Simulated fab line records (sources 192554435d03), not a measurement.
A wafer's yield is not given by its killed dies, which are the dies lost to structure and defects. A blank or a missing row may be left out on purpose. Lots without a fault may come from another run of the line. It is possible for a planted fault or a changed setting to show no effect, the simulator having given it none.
fab line records -- flow n5_finfet -- part 1 of 2: steps 1 to 5 of 6
[record] lots = 9, wafers = 26, last_day = 18
route steps=1938 shown HKMG_FIN@448 BEOL_M4@1111 PASSIVATION@1936
lots with no fault: from the same line, run without faults
start_h: start of the lot's first displayed wafer, in hours after the record's first day -- wait_h: hours from the lot's prior step to this one -- " identical to the entry in the row above -- L1.1+2: a row that stands for several wafers -- - no value, or no start was given -- * or withheld: withheld -- < > ~ a bound
route shown NAME@n: NAME is a module with steps in the file, n the number in the route of the first one -- usual: mean and standard deviation over wafers with no fault -- same: alike in all rows -- chamber/n: place in a boat -- sites: readings site by site -- _std_site: the values' standard deviation -- _edge_site: outer sites' mean less inner sites' -- radius_mm: how far each site lies from the wafer's centre -- mask NAME#n: copy n -- behind: the tool/chamber that last shaped the wafer -- hold: why the lot went on hold/how many hours it stayed there/how the hold came to an end -- device: names the non-switching transistor (n, p or np) -- end of line: the same wafers' tests at the end of the route -- a step without rows: its recipe alone -- killed: not the wafer's yield, but the dies lost to structure and defects at the first sort -- map: shows each die of a wafer: x if killed, . if not, _ if none is there
set.NAME: the setting the step ran with; set.NAME@STEP: the setting that earlier step ran with -- model.NAME: the simulator's own value behind a step, which no gauge read
the route's steps for a sample of lots (tables are steps, rows are wafers)
services: the hour from which a tool's chamber was out of use, counted from the record's first day as start_h (under 0 if before that day), plus the number of hours and why
[[steps]]
[step N5_HKMG_FIN_NWFM_ALD_20]
[recipe] material = TiAlC, target_thk_a = 20, temp_c = 300, ald_precursor_family = TiCl4, ald_co_reactant = TEA, pulse_time_s = 3, purge_time_s = 2, co_reactant_purge_time_s = 2, co_reactant_pulse_time_s = 10, ald_cycles = 7, pressure_torr = 3
[usual] ald_cycles = 7/0, heater_power_w = 480/37, precursor_pulse_height_rel = 1.001/0.019
[same] co_reactant_purge_time_s = 2, purge_time_s = 2
lot.wafer,tool,chamber,start_h,wait_h,ald_cycles,heater_power_w,precursor_pulse_height_rel
L926.2,ald_metal-04,2,107.26,0.3,7,461,1.008
L926.4,ald_metal-04,0,107.26,0.3,7,427,1.043
L926.6,ald_metal-04,2,107.26,0.3,7,466,1.000
L925.1,ald_metal-04,3,109.34,0.3,7,528,1.046
L925.2,ald_metal-04,2,109.34,0.3,7,470,0.995
L925.5,ald_metal-04,0,109.34,0.3,7,425,0.985
L929.1,ald_metal-04,3,132.85,0.3,7,529,0.969
L929.3,ald_metal-04,1,132.85,0.3,7,472,1.018
L929.5,ald_metal-04,0,132.85,0.3,7,422,1.034
L932.3,ald_metal-04,3,147.03,0.1,7,544,1.018
L932.4,ald_metal-04,2,147.03,0.1,7,458,0.987
L932.5,ald_metal-04,3,147.03,0.1,4,529,0.989
L933.4,ald_metal-04,3,155.49,0.1,7,533,0.979
L933.5,ald_metal-04,0,155.49,0.1,4,423,1.010
L933.6,ald_metal-04,1,155.49,0.1,7,471,1.008
L936.1,ald_metal-04,3,171.27,0.3,4,540,1.003
L936.5,ald_metal-04,1,171.27,0.3,4,475,1.011
L942.2,ald_metal-03,3,207.72,0.3,7,445,1.000
L942.3,ald_metal-03,0,207.72,0.3,7,504,1.010
L942.5,ald_metal-03,2,207.72,0.3,7,510,1.035
L943.1,ald_metal-02,1,211.50,0.3,7,499,1.000
L943.2,ald_metal-02,0,211.50,0.3,7,528,0.972
L943.4,ald_metal-02,2,211.50,0.3,7,497,0.990
L944.1,ald_metal-03,0,217.86,0.3,7,524,1.015
L944.4,ald_metal-03,1,217.86,0.3,7,460,0.962
L944.6,ald_metal-03,3,217.86,0.3,7,441,1.024
[step N5_HKMG_FIN_ETCHBACK_68]
[recipe] chemistry = Cl2/Ar, stop_on = HfO2, target_depth_a = 5, pressure_mtorr = 10, icp_w = 600, bias_w = 60, Cl2_flow_sccm = 40, Ar_flow_sccm = 60
[usual] drypump_motor_current_A = 5.85/0.29, oes_product_au = 0.78/0.089, throttle_valve_pct = 20.80/0.22
lot.wafer,tool,chamber,start_h,wait_h,drypump_motor_current_A,oes_product_au,rf_hours_counter_h,throttle_valve_pct
L926.2,rie_metal-02,0,107.92,0.0,5.64,0.93,3,20.88
L926.4,rie_metal-02,0,107.92,0.0,5.70,0.93,-,20.86
L926.6,rie_metal-02,0,107.92,0.0,5.68,0.92,-,20.88
L925.1,rie_metal-01,1,110.00,0.0,6.12,0.78,40,21.07
L925.2,rie_metal-01,0,110.00,0.0,5.41,0.72,65,20.70
L925.5,rie_metal-01,1,110.00,0.0,6.16,0.78,-,21.07
L929.1,rie_metal-01,1,133.72,0.0,6.15,0.76,42,21.07
L929.3,rie_metal-01,0,133.72,0.0,5.43,0.70,-,20.70
L929.5,rie_metal-01,1,133.72,0.0,6.12,0.76,-,21.08
L932.3,rie_metal-02,1,147.74,0.1,6.13,0.71,-,20.68
L932.4,rie_metal-02,0,147.74,0.1,5.67,0.89,-,20.88
L932.5,rie_metal-02,1,147.74,0.1,6.11,0.73,-,20.67
L933.4,rie_metal-01,0,156.28,0.1,5.43,0.70,-,20.72
L933.5,rie_metal-01,0,156.28,0.1,5.41,0.70,-,20.70
L933.6,rie_metal-01,1,156.28,0.1,6.17,0.76,-,21.08
L936.1,rie_metal-02,0,172.02,0.0,5.72,0.87,10,20.89
L936.5,rie_metal-02,0,172.02,0.0,5.67,0.88,-,20.89
L942.2,rie_metal-02,0,208.56,0.0,5.70,0.86,12,20.91
L942.3,rie_metal-02,1,208.56,0.0,6.12,0.70,-,20.70
L942.5,rie_metal-02,0,208.56,0.0,5.69,0.87,-,20.90
L943.1,rie_metal-01,1,212.15,0.0,6.13,0.75,49,21.08
L943.2,rie_metal-01,0,212.15,0.0,5.45,0.69,74,20.70
L943.4,rie_metal-01,0,212.15,0.0,5.43,0.69,-,20.70
L944.1,rie_metal-02,0,218.53,0.0,5.70,0.85,13,20.89
L944.4,rie_metal-02,0,218.53,0.0,5.72,0.85,-,20.90
L944.6,rie_metal-02,1,218.53,0.0,6.14,0.71,-,20.71
[step N5_HKMG_FIN_STRIP_69]
[recipe] chemistry = N2/H2, power_w = 2500, temp_c = 300, h2_frac = 0.65, time_s = 360, pressure_mtorr = withheld, n2_flow_sccm = 1750, h2_flow_sccm = 3250
[usual] drypump_motor_current_A = 5.97/0.29, heater_power_w = 460/54
lot.wafer,tool,chamber,start_h,wait_h,drypump_motor_current_A,heater_power_w,rf_hours_counter_h
L926.2,plasma_asher-01,1,108.06,0.1,5.73,426,44
L926.4,plasma_asher-01,0,108.06,0.1,5.65,428,-
L926.6,plasma_asher-01,0,108.06,0.1,5.66,434,-
L925.1,plasma_asher-02,0,110.14,0.1,5.95,422,91
L925.2,plasma_asher-02,1,110.14,0.1,6.38,538,91
L925.5,plasma_asher-02,0,110.14,0.1,5.94,414,-
L929.1,plasma_asher-02,1,133.86,0.1,6.40,541,96
L929.3,plasma_asher-02,1,133.86,0.1,6.42,538,-
L929.5,plasma_asher-02,0,133.86,0.1,5.91,426,-
L932.3,plasma_asher-02,1,147.96,0.2,6.39,534,-
L932.4,plasma_asher-02,0,147.96,0.2,5.91,421,-
L932.5,plasma_asher-02,1,147.96,0.2,6.39,563,-
L933.4,plasma_asher-01,0,156.50,0.2,5.67,442,-
L933.5,plasma_asher-01,0,156.50,0.2,5.63,433,-
L933.6,plasma_asher-01,1,156.50,0.2,5.76,426,-
L936.1,plasma_asher-01,0,172.17,0.1,5.66,427,55
L936.5,plasma_asher-01,1,172.17,0.1,5.77,432,-
L942.2,plasma_asher-01,0,208.70,0.1,5.65,436,62
L942.3,plasma_asher-01,1,208.70,0.1,5.71,430,-
L942.5,plasma_asher-01,0,208.70,0.1,5.65,451,-
L943.1,plasma_asher-02,0,212.29,0.1,5.89,416,112
L943.2,plasma_asher-02,1,212.29,0.1,6.41,554,112
L943.4,plasma_asher-02,0,212.29,0.1,5.93,425,-
L944.1,plasma_asher-01,0,218.67,0.1,5.67,438,64
L944.4,plasma_asher-01,0,218.67,0.1,5.65,422,-
L944.6,plasma_asher-01,1,218.67,0.1,5.77,427,-
[step N5_HKMG_FIN_ALD_72]
[recipe] material = W, target_thk_a = 20, temp_c = 300, pressure_torr = 7.5, ald_precursor_family = WF6, ald_co_reactant = B2H6, pulse_time_s = 1, purge_time_s = 2, co_reactant_purge_time_s = 2, co_reactant_pulse_time_s = 3, ald_cycles = 7
[usual] ald_cycles = 7/0, heater_power_w = 464/47, precursor_pulse_height_rel = 1.000/0.021
[same] co_reactant_purge_time_s = 2, purge_time_s = 2
lot.wafer,tool,chamber,start_h,wait_h,ald_cycles,heater_power_w,precursor_pulse_height_rel
L926.2,cvd_w-01,0,108.81,0.2,7,453,0.995
L926.4,cvd_w-01,0,108.81,0.2,7,468,1.005
L926.6,cvd_w-01,0,108.81,0.2,7,465,1.023
L925.1,cvd_w-02,0,111.43,0.7,7,524,1.023
L925.2,cvd_w-02,0,111.43,0.7,7,511,1.002
L925.5,cvd_w-02,0,111.43,0.7,7,525,0.996
L929.1,cvd_w-01,1,134.65,0.2,7,482,0.995
L929.3,cvd_w-01,1,134.65,0.2,7,489,1.034
L929.5,cvd_w-01,0,134.65,0.2,7,455,1.003
L932.3,cvd_w-02,1,148.61,0.2,7,393,0.998
L932.4,cvd_w-02,0,148.61,0.2,7,523,1.032
L932.5,cvd_w-02,1,148.61,0.2,7,384,1.022
L933.4,cvd_w-01,0,157.15,0.2,7,465,0.963
L933.5,cvd_w-01,1,157.15,0.2,7,479,0.999
L933.6,cvd_w-01,0,157.15,0.2,7,451,1.019
L936.1,cvd_w-01,0,172.91,0.2,7,466,1.018
L936.5,cvd_w-01,1,172.91,0.2,7,479,1.022
L942.2,cvd_w-01,1,209.44,0.2,7,490,0.988
L942.3,cvd_w-01,1,209.44,0.2,7,482,0.967
L942.5,cvd_w-01,1,209.44,0.2,7,500,0.964
L943.1,cvd_w-02,0,213.04,0.2,7,503,0.953
L943.2,cvd_w-02,1,213.04,0.2,7,384,1.012
L943.4,cvd_w-02,1,213.04,0.2,7,393,0.994
L944.1,cvd_w-02,1,219.42,0.2,7,397,1.019
L944.4,cvd_w-02,1,219.42,0.2,7,384,1.028
L944.6,cvd_w-02,0,219.42,0.2,7,520,0.989
[step N5_BEOL_M4_RC_MEAS_101]
[usual] DIBL_N = 35.9/1.3, DIBL_P = 36.3/1.5, IOFF_N = 0.153/0.023, IOFF_N_85C = 3.0/0.39, IOFF_N_LIN = 0.072/0.0088, IOFF_N_LONG = 5.44e-05/2.4e-06, IOFF_P = 0.208/0.028, IOFF_P_85C = 3.6/0.41, IOFF_P_LIN = 0.099/0.011, IOFF_P_LONG = 0.000105/8.5e-06, ION_N = 672/9.7, ION_P = 462/6.6, SS_N = 71.5/0.53, SS_P = 73.3/0.59, VT_N = 250.4/2.7, VT_N_LONG = 275.5/1.8, VT_N_LVT = 99/3.1, VT_P = -250.5/3, VT_P_LONG = -275.5/2.8, VT_P_LVT = -99/3.1
lot.wafer,tool,chamber,start_h,wait_h,DIBL_N[mV/V],DIBL_P[mV/V],IOFF_N[nA/um],IOFF_N_85C[nA/um],IOFF_N_LIN[nA/um],IOFF_N_LONG[nA/um],IOFF_P[nA/um],IOFF_P_85C[nA/um],IOFF_P_LIN[nA/um],IOFF_P_LONG[nA/um],ION_N[uA/um],ION_P[uA/um],SS_N[mV/dec],SS_P[mV/dec],VT_N[mV],VT_N_LONG[mV],VT_N_LVT[mV],VT_P[mV],VT_P_LONG[mV],VT_P_LVT[mV]
L925.1,prober-02,0,203.83,0.0,35.4,35.4,0.143,2.9,0.069,5.51e-05,0.196,3.4,0.094,0.0001,674,466,71.4,72.8,250.7,274.4,98,-251.0,-277.3,-99
L925.2,prober-02,0,203.83,0.0,35.8,35.4,0.147,2.9,0.069,5.44e-05,0.200,3.5,0.096,0.000101,677,456,70.9,72.8,249.8,275.2,98,-250.4,-276.1,-99
L925.5,prober-02,0,203.83,0.0,35.4,35.4,0.144,2.9,0.069,5.45e-05,0.190,3.3,0.093,0.000101,669,460,71.3,72.3,251.7,274.9,97,-251.9,-278.0,-98
L926.2,prober-02,0,211.64,0.2,35.9,36.9,0.143,2.8,0.066,4.86e-05,0.198,3.5,0.093,9.5e-05,655,451,71.9,72.9,253.9,280.3,103,-255.0,-278.5,-102
L926.4,prober-02,0,211.64,0.2,37.1,38.6,0.173,3.3,0.079,4.97e-05,0.225,3.8,0.101,9.3e-05,671,461,71.3,73.9,248.6,277.6,101,-249.8,-276.2,-100
L926.6,prober-02,0,211.64,0.2,34.8,36.6,0.137,2.7,0.066,4.94e-05,0.194,3.4,0.091,9.5e-05,666,459,70.9,72.7,251.7,276.5,104,-250.7,-279.6,-103
L929.1,prober-02,0,231.53,0.0,35.5,35.2,0.133,2.7,0.062,5.07e-05,0.188,3.3,0.089,9.7e-05,660,453,71.2,72.8,253.5,279.0,103,-253.0,-275.8,-105
L929.3,prober-02,0,231.53,0.0,36.2,35.9,0.149,2.9,0.068,5.08e-05,0.192,3.4,0.090,9.5e-05,670,458,71.2,73.1,252.0,277.1,101,-255.0,-280.5,-103
L929.5,prober-02,0,231.53,0.0,35.2,35.0,0.128,2.6,0.060,5.09e-05,0.180,3.2,0.086,9.6e-05,664,452,71.2,73.4,255.7,277.3,104,-255.7,-278.6,-104
L932.3,prober-01,0,243.81,0.3,35.8,35.2,0.141,2.9,0.065,5.18e-05,0.200,3.6,0.098,0.000108,670,462,71.3,73.0,252.4,276.1,100,-250.8,-275.6,-97
L932.4,prober-01,0,243.81,0.3,34.1,32.7,0.116,2.4,0.056,5.24e-05,0.167,3.0,0.085,0.000106,649,450,70.6,72.7,257.0,276.2,104,-254.7,-273.8,-100
L932.5,prober-01,0,243.81,0.3,34.7,34.5,0.007,0.2,0.003,2.15e-05,0.421,6.6,0.205,0.000211,479,498,70.8,73.3,334.4,356.4,182,-229.1,-252.4,-76
L933.4,prober-02,0,251.67,0.5,36.8,35.5,0.161,3.1,0.073,5.61e-05,0.211,3.6,0.100,0.000107,677,454,71.4,74.0,253.2,274.3,100,-251.8,-275.7,-101
L933.5,prober-02,0,251.67,0.5,34.5,33.3,0.007,0.2,0.003,2.14e-05,0.392,6.2,0.197,0.000215,485,484,71.1,72.7,334.5,359.3,184,-230.9,-251.5,-80
L933.6,prober-02,0,251.67,0.5,35.1,33.3,0.129,2.6,0.060,5.59e-05,0.176,3.1,0.088,0.000105,659,454,71.6,73.3,254.8,272.9,104,-253.2,-277.5,-102
L936.1,prober-02,0,276.12,0.0,35.8,36.8,0.009,0.3,0.004,2.27e-05,0.525,7.7,0.244,0.000233,499,506,72.3,73.4,327.8,356.1,178,-228.7,-248.0,-73
L936.5,prober-02,0,276.12,0.0,36.5,36.9,0.009,0.3,0.004,2.29e-05,0.562,8.2,0.261,0.000243,507,507,71.4,73.7,325.4,356.4,178,-224.9,-248.6,-71
L942.2,prober-02,0,313.32,0.2,37.1,38.5,0.190,3.6,0.087,5.34e-05,0.239,4.2,0.108,9.7e-05,690,472,71.4,74.4,247.0,276.4,97,-248.6,-275.5,-99
L942.3,prober-02,0,313.32,0.2,36.4,37.5,0.170,3.3,0.078,5.41e-05,0.215,3.9,0.101,9.6e-05,691,468,71.4,74.6,248.6,277.4,100,-250.0,-278.3,-100
L942.5,prober-02,0,313.32,0.2,36.6,37.4,0.165,3.2,0.075,5.39e-05,0.209,3.7,0.098,9.9e-05,679,462,71.7,73.0,249.0,277.6,100,-248.8,-278.7,-101
L943.1,prober-02,0,316.46,0.0,34.8,35.7,0.130,2.7,0.062,5.43e-05,0.177,3.2,0.090,0.000103,667,465,71.1,73.4,252.7,276.4,102,-253.0,-274.4,-103
L943.2,prober-02,0,316.46,0.0,35.1,36.5,0.138,2.8,0.065,5.49e-05,0.189,3.4,0.095,0.000106,674,461,71.4,72.4,252.6,275.5,101,-253.8,-275.1,-101
L943.4,prober-02,0,316.46,0.0,36.2,37.1,0.155,3.1,0.071,5.44e-05,0.208,3.6,0.101,0.000101,671,459,71.0,73.0,252.4,275.0,100,-251.6,-273.6,-99
L944.1,prober-02,0,336.40,0.0,35.8,35.8,0.145,2.9,0.071,5.51e-05,0.211,3.7,0.103,0.000108,689,473,70.6,72.9,248.5,273.3,98,-249.6,-272.4,-98
L944.4,prober-02,0,336.40,0.0,35.0,34.7,0.134,2.7,0.068,5.48e-05,0.189,3.4,0.095,0.000107,679,469,70.9,72.8,250.8,273.2,99,-249.5,-273.4,-99
L944.6,prober-02,0,336.40,0.0,35.3,34.6,0.136,2.7,0.066,5.46e-05,0.192,3.5,0.096,0.000108,672,462,70.7,73.1,250.5,275.6,100,-249.6,-274.7,-100
[[key]]
[first_sign] step = N5_HKMG_FIN_NWFM_ALD_20, reading = ald_cycles, direction = down, sigmas = 99+, usual = *, struck = *
[effect] step = N5_BEOL_M4_RC_MEAS_101, reading = VT_N_LONG, direction = up, sigmas = 46, usual = 275.5, struck = 357.1
[effect] step = N5_BEOL_M4_RC_MEAS_101, reading = VT_N, direction = up, sigmas = 30, usual = 250.4, struck = 330.5
[effect] step = N5_BEOL_M4_RC_MEAS_101, reading = VT_N_LVT, direction = up, sigmas = 27, usual = 99, struck = 180
[effect] step = N5_BEOL_M4_RC_MEAS_101, reading = ION_N, direction = down, sigmas = 19, usual = 672, struck = 492
[effect] step = N5_BEOL_M4_RC_MEAS_101, reading = IOFF_P_LONG, direction = up, sigmas = 14, usual = 0.000105, struck = 0.000226
[effect] step = N5_BEOL_M4_RC_MEAS_101, reading = IOFF_N_LONG, direction = down, sigmas = 13, usual = 5.44e-05, struck = 2.21e-05
[effect] step = N5_BEOL_M4_RC_MEAS_101, reading = IOFF_P_LIN, direction = up, sigmas = 12, usual = 0.099, struck = 0.227
[effect] step = N5_BEOL_M4_RC_MEAS_101, reading = IOFF_P, direction = up, sigmas = 9.6, usual = 0.208, struck = 0.475
[effect] step = N5_BEOL_M4_RC_MEAS_101, reading = VT_P_LONG, direction = up, sigmas = 9.2, usual = -275.5, struck = -250.2
[effect] step = N5_BEOL_M4_RC_MEAS_101, reading = IOFF_P_85C, direction = up, sigmas = 8.6, usual = 3.6, struck = 7.2
[effect] step = N5_BEOL_M4_RC_MEAS_101, reading = VT_P_LVT, direction = up, sigmas = 7.8, usual = -99, struck = -75
[effect] step = N5_BEOL_M4_RC_MEAS_101, reading = IOFF_N_LIN, direction = down, sigmas = 7.7, usual = 0.072, struck = 0.004
[effect] step = N5_PASSIVATION_PROBE_49, reading = sort_bin_8_speed, direction = up, sigmas = 99+, usual = 0.00, struck = 87.27
met_at N5_HKMG_FIN_NWFM_ALD_20
struck_lots L932,L933,L936
struck_wafers L932.5,L933.5,L936.1,L936.5
not_acting_at N5_HKMG_FIN_ETCHBACK_68,N5_HKMG_FIN_STRIP_69,N5_HKMG_FIN_ALD_72
onset_between 132.85 147.03
[fault] kind = process_parameter_drift, tool = ald_metal-04, chamber = -, onset_h = 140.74, steps = N5_HKMG_FIN_NWFM_ALD_20, channel = ald_cycles, offset = *, shape = step, end_h = 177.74, scope = struck_wafers_only, acts_in = *, stated = *
